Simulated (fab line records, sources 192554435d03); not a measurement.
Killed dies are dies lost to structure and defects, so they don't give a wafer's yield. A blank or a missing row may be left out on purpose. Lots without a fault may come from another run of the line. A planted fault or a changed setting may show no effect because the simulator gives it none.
Split-lot experiment | flow n5_finfet | 7 lots, 21 wafers read, on a route of 1938 steps

THE SPLIT
At N5_BEOL_M11_COAT_63 (time 60 s, resist thk 100 nm), the setting spin_rpm was moved away from the recipe's 1500 rpm on 6 of the 21 wafers read, by -5.1% to +10.9%. The other wafers ran this setting at the recipe's value.

FROM THE SPLIT TO THE READING: what the file shows between them, 8 steps
- N5_BEOL_M11_EXPOSE_25: exposes mask V10 (also split here: dose_mj)
- N5_BEOL_M11_PEB_26: peb time 60 s
- N5_BEOL_M11_DEVELOP_27: develop time 30 s
- N5_BEOL_M11_CD_MEAS_28: target cd 70 nm
- N5_BEOL_M11_DESCUM_33: chemistry O2, time 7.9 s
- N5_BEOL_M11_ETCH_65: etches SiARC in CF4, target depth 39 nm, time 65 s
- N5_BEOL_M11_ETCH_66: etches SOC in N2/H2, target depth 120 nm, overetch 24 nm, time 180 s
- N5_BEOL_M11_STRIP_69: strips in N2/H2

THE READING
SOC_of_BEOL_M11_COAT_63.thk_nm (the simulator's own value, which no gauge read), in nm, at N5_BEOL_M11_VIA_ETCH_34 (etches SiCOH lowk in C4F6/O2, target depth 184.5 nm, time 69.2 s). The file gives no usual value for it. The 15 wafers here that ran the recipe average 92.1 nm, standard deviation 0.35 nm.

wafer  | tool, chamber at the split | spin_rpm as run, rpm | against the recipe | SOC_of_BEOL_M11_COAT_63.thk_nm, nm | against lot-mates on the recipe
L077.1 | litho_track-05, 0          | 1663                 | +10.9%             | 87.4                               | -4.8
L077.2 | litho_track-05, 0          | 1663                 | +10.9%             | 87.6                               | -4.6
L077.3 | litho_track-05, 0          | 1500                 | recipe             | 92.2                               | -
L076.2 | litho_track-05, 0          | 1500                 | recipe             | 92.8                               | -
L076.4 | litho_track-05, 0          | 1500                 | recipe             | 92.4                               | -
L076.6 | litho_track-05, 0          | 1500                 | recipe             | 92.6                               | -
L080.2 | litho_track-05, 0          | 1659                 | +10.6%             | 87.6                               | -4.6
L080.4 | litho_track-05, 0          | 1500                 | recipe             | 92.2                               | -
L080.5 | litho_track-05, 0          | 1659                 | +10.6%             | 87.2                               | -5.0
L090.3 | litho_track-03, 0          | 1424                 | -5.1%              | 94.4                               | +2.2
L090.4 | litho_track-03, 0          | 1500                 | recipe             | 92.2                               | -
L090.6 | litho_track-03, 0          | 1424                 | -5.1%              | 94.8                               | +2.6
L094.1 | litho_track-03, 0          | 1500                 | recipe             | 92.4                               | -
L094.3 | litho_track-03, 0          | 1500                 | recipe             | 92.2                               | -
L094.5 | litho_track-03, 0          | 1500                 | recipe             | 92                                 | -
L093.1 | litho_track-05, 0          | 1500                 | recipe             | 91.6                               | -
L093.4 | litho_track-05, 0          | 1500                 | recipe             | 92                                 | -
L093.5 | litho_track-05, 0          | 1500                 | recipe             | 91.8                               | -
L097.2 | litho_track-05, 0          | 1500                 | recipe             | 91.6                               | -
L097.4 | litho_track-05, 0          | 1500                 | recipe             | 91.6                               | -
L097.3 | litho_track-05, 0          | 1500                 | recipe             | 92                                 | -

THE FIT
A straight line over all 21 wafers: SOC_of_BEOL_M11_COAT_63.thk_nm changes by -0.442 nm for each +1% of spin_rpm; r = -0.99; the points scatter about the line by 0.34 nm.
The same after taking each lot's own level away (the mean of its wafers on the recipe; 21 wafers): -0.447 nm for each +1%; r = -1.00; scatter 0.18 nm.
On that fit, the largest move of spin_rpm shifts the reading by 4.9 nm.
The lots' own levels span 91.73 to 92.60 nm, that is 2.5 times the standard deviation above.
So the lot-to-lot level changes the slope little: the two slopes agree.
Check: with one of the wafers moved furthest among these (+10.9%) left out of the fit, the line predicts -4.85 nm for it against its lot-mates. It came out at -4.8 nm against them.

OTHER SPLITS ON THESE WAFERS
These wafers also went through other splits before the reading. Each is held against what the fit with the lots' levels taken away leaves over:
other split on the same wafers | wafers away from the commonest value | r with SOC_of_BEOL_M11_COAT_63.thk_nm (lot level and that fit taken away)
N5_BEOL_M8_EXPOSE_08 dose_mj   | 7                                    | +0.07
N5_BEOL_M10_COAT_64 spin_rpm   | 10                                   | -0.08
N5_BEOL_M10_PEB_26 peb_time_s  | 9                                    | -0.28
N5_BEOL_M11_EXPOSE_25 dose_mj  | 8                                    | +0.14

THE WHOLE CHAIN: every reading that the file lists as answering this split, in the file's order
step                    | what it does                                                         | reading                                                                         | change (the file's fit)               | r (the file's)
N5_BEOL_M11_COAT_63     | time 60 s, resist thk 100 nm                                         | SOC_of_BEOL_M11_COAT_63.thk_nm (the simulator's own value, which no gauge read) | -0.483 nm for each +1% of the setting | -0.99
N5_BEOL_M11_ETCH_66     | etches SOC in N2/H2, target depth 120 nm, overetch 24 nm, time 180 s | etch.depth_nm (the simulator's own value, which no gauge read)                  | -0.475 nm for each +1% of the setting | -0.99
N5_BEOL_M11_VIA_ETCH_34 | etches SiCOH lowk in C4F6/O2, target depth 184.5 nm, time 69.2 s     | SOC_of_BEOL_M11_COAT_63.thk_nm (the simulator's own value, which no gauge read) | -0.446 nm for each +1% of the setting | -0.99

THE FILE'S OWN FIT
SOC_of_BEOL_M11_COAT_63.thk_nm changes by -0.446 nm for each +1% of spin_rpm, r = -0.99.
